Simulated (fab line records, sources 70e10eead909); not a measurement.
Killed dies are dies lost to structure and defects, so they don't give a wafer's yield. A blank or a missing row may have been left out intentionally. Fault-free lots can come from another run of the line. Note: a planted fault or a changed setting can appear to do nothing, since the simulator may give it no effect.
Code-filled problem report in 8D (eight disciplines) form -- flow nand-harc -- the parts of the form that need people (team, actions taken, sign-off) are left out

1. THE PROBLEM
A mean of 39.6 s is read at NHARC_A_STAIRCASE_ETCH_23 for run-length-s, taken on 1 wafer of 1 lot, against 61.8 s (standard deviation 0.53) on wafers free of any fault. That is -42 standard deviations from the usual mean.
The step: etches the open film in C4F8/O2, target depth 100 nm, time 40.5 s.
First observed at day 18 07:40: wafer L343.4, on rie-diel-03. The record has a number at this step for 39 wafers belonging to 13 lots. Rule for "out", or "out of limits": more than 4 standard deviations from the usual mean. The other wafers with a number count as sound.

2. WHAT IT IS, AND WHAT IT ISN'T
question,is,is not
which readings at this step,run-length-s,"chamber-pressure-mTorr, oes-product-au, rf-vpp-V"
which lots,L343,"L339, L340, L342, L344, L354, L355, L356, L357, L358, L359, L360, L361"
which wafers of those lots,L343.4,"L343.2, L343.6"
read on which tools,rie-diel-03,"rie-diel-01, rie-diel-07"
when,from day 18 07:40,"up to then (14 sound wafers); but 24 sound wafers of L354, L355, L356, L357, L358, L359, L360, L361 came after"

3. SUSPECTS, AND WHAT RULES EACH OUT
Counting: a tool at a process step up to the reading stays a suspect if it ran every lot that is out. Sound lots after the first of them don't rule it out here, since some wafers of a struck lot are sound.
- plasma-asher-01 at NHARC_A_STAIRCASE_STRIP_171 (strips in O2): kept. It ran the lot that is out, L343 (day 18 04:07); its last sound lot up to then is L344 (day 17 22:50).
- rie-diel-01 at NHARC_A_STAIRCASE_DESCUM_11 (chemistry O2, time 3 s): kept. It ran the lot that is out, L343 (day 18 05:38); its last sound lot up to then is L344 (day 18 00:16).
- rie-diel-01 at NHARC_A_STAIRCASE_ETCH_19 (etches the open film in C4F8/O2, target depth 100 nm, time 40.5 s): kept. It ran the lot that is out, L343 (day 18 07:40); its last sound lot up to then is L344 (day 18 01:47). Because NHARC_A_STAIRCASE_ETCH_19 lacks a start for some lots, the hours and order of its lots are taken from NHARC_A_STAIRCASE_ETCH_23.
- rie-diel-03 at NHARC_A_STAIRCASE_ETCH_23 (etches the open film in C4F8/O2, target depth 100 nm, time 40.5 s): kept. It ran the lot that is out, L343 (day 18 07:40); its last sound lot up to then is L344 (day 18 01:47). Its own run-length-s readings are out on those wafers.
- Within rie-diel-01 at NHARC_A_STAIRCASE_DESCUM_11: the wafers that are out ran in chamber 3; their sound lot-mates ran in chamber 0.
- Within rie-diel-01 at NHARC_A_STAIRCASE_ETCH_19: the wafers that are out ran in chamber 3; their sound lot-mates ran in chamber 2.
Left after counting: plasma-asher-01 at NHARC_A_STAIRCASE_STRIP_171, rie-diel-01 at NHARC_A_STAIRCASE_DESCUM_11, rie-diel-01 at NHARC_A_STAIRCASE_ETCH_19, rie-diel-03 at NHARC_A_STAIRCASE_ETCH_23.

4. THE CAUSE (what the simulator had put in)
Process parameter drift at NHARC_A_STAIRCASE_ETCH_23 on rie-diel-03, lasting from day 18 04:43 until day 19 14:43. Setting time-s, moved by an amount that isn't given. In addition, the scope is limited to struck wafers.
4 suspects survive the count, and this tool is in that group.

5. THE CHAIN OF EFFECTS, in route order
Each row: a reading whose mean over the struck wafers that have a number lies more than 3 standard deviations from the usual. Only readings whose record carries a usual standard deviation are examined. hours: median over the lots of the time between each lot's start at the first step of this table that gives one and its start at this step. sigmas: the change, counted in usual standard deviations.
hours,step,reading,usual,on struck wafers,change,sigmas
0,NHARC_A_STAIRCASE_ETCH_23,run-length-s,61.8 s,39.6,-22.2,-42
The process steps in it:
- NHARC_A_STAIRCASE_ETCH_23: etches the open film in C4F8/O2, target depth 100 nm, time 40.5 s.
Readings that are blank on the struck wafers while sound wafers have them: rf-fwd-power-W at NHARC_A_STAIRCASE_ETCH_23.

6. WHAT WOULD HAVE CAUGHT IT SOONER
In this record no reading fell out of limits until day 18 07:40, 3 hours after the fault had begun at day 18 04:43.
